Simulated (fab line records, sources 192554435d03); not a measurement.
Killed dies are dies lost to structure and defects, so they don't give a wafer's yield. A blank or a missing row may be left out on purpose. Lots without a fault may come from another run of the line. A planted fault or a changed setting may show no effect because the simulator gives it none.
Chamber matching | flow n5_finfet | N5_SDB_HM_DEP_00 on pecvd-01: 3 sister chambers
The step deposits SiNx from SiH4/NH3/N2, target thk 40 nm, time 35.3 s. 16 wafers are shown with their chamber, then 8 later ones without.

WAFERS WITH THEIR CHAMBER
wafer  | chamber | throttle_valve_pct (%) | showerhead_plenum_p_Torr (Torr) | heater_power_w (W)
L076.1 | 2       | 41.4                   | 5.08                            | 740
L076.2 | 0       | 38.6                   | 5.09                            | 909
L076.3 | 1       | 44.7                   | 4.93                            | 660
L077.2 | 2       | 41.5                   | 5.07                            | 760
L077.3 | 1       | 44.2                   | 4.93                            | 715
L077.6 | 0       | 38.4                   | 5.08                            | 858
L079.1 | 2       | 41.5                   | 5.08                            | 750
L079.4 | 1       | 44.5                   | 4.94                            | 669
L079.6 | 0       | 38.3                   | 5.07                            | 911
L082.1 | 1       | 44.4                   | 4.96                            | 703
L082.2 | 0       | 38.5                   | 5.09                            | 815
L082.4 | 2       | 41.6                   | 5.07                            | 703
L092.1 | 2       | 41.7                   | 5.07                            | 812
L092.2 | 1       | 44.5                   | 4.93                            | 677
L092.6 | 2       | 41.6                   | 5.08                            | 810
L093.1 | 0       | 38.5                   | 5.08                            | 874

SIGNATURES (means of the wafers above)
reading                  | chamber 0 | chamber 1 | chamber 2 | scatter within a chamber
throttle_valve_pct       | 38.460    | 44.460    | 41.550    | 0.136
showerhead_plenum_p_Torr | 5.0820    | 4.9380    | 5.0750    | 0.00924
heater_power_w           | 873.40    | 684.80    | 762.50    | 36.6
Rule: a wafer's distance from a chamber is the root of the sum, over the readings, of the square of ((its reading less the chamber's mean) divided by the reading's scatter). The wafer belongs to the nearest chamber; if the next one is less than 2 further off, it can't be placed. The scatter: the root of (the sum of the squares of (reading less its chamber's mean) over the shown wafers, divided by (wafers less chambers)).

WAFERS WITHOUT THEIR CHAMBER
wafer  | throttle_valve_pct (%) | showerhead_plenum_p_Torr (Torr) | heater_power_w (W)
L093.3 | 41.7                   | 5.07                            | 671
L093.4 | 41.3                   | 5.07                            | 676
L094.1 | 44.2                   | 4.94                            | 661
L094.5 | 44.4                   | 4.93                            | 673
L094.6 | 41.5                   | 5.06                            | 692
L096.1 | 38.7                   | 5.08                            | 860
L096.2 | 41.6                   | 5.06                            | 767
L096.5 | 44.6                   | 4.94                            | 670

WHICH CHAMBER EACH WENT THROUGH
wafer  | from the rows above | in truth
L093.3 | 2                   | 2
L093.4 | 2                   | 2
L094.1 | 1                   | 1
L094.5 | 1                   | 1
L094.6 | 2                   | 2
L096.1 | 0                   | 0
L096.2 | 2                   | 2
L096.5 | 1                   | 1
Placed correctly: 8 of 8. Can't be placed from these rows: 0. Placed wrongly: 0.
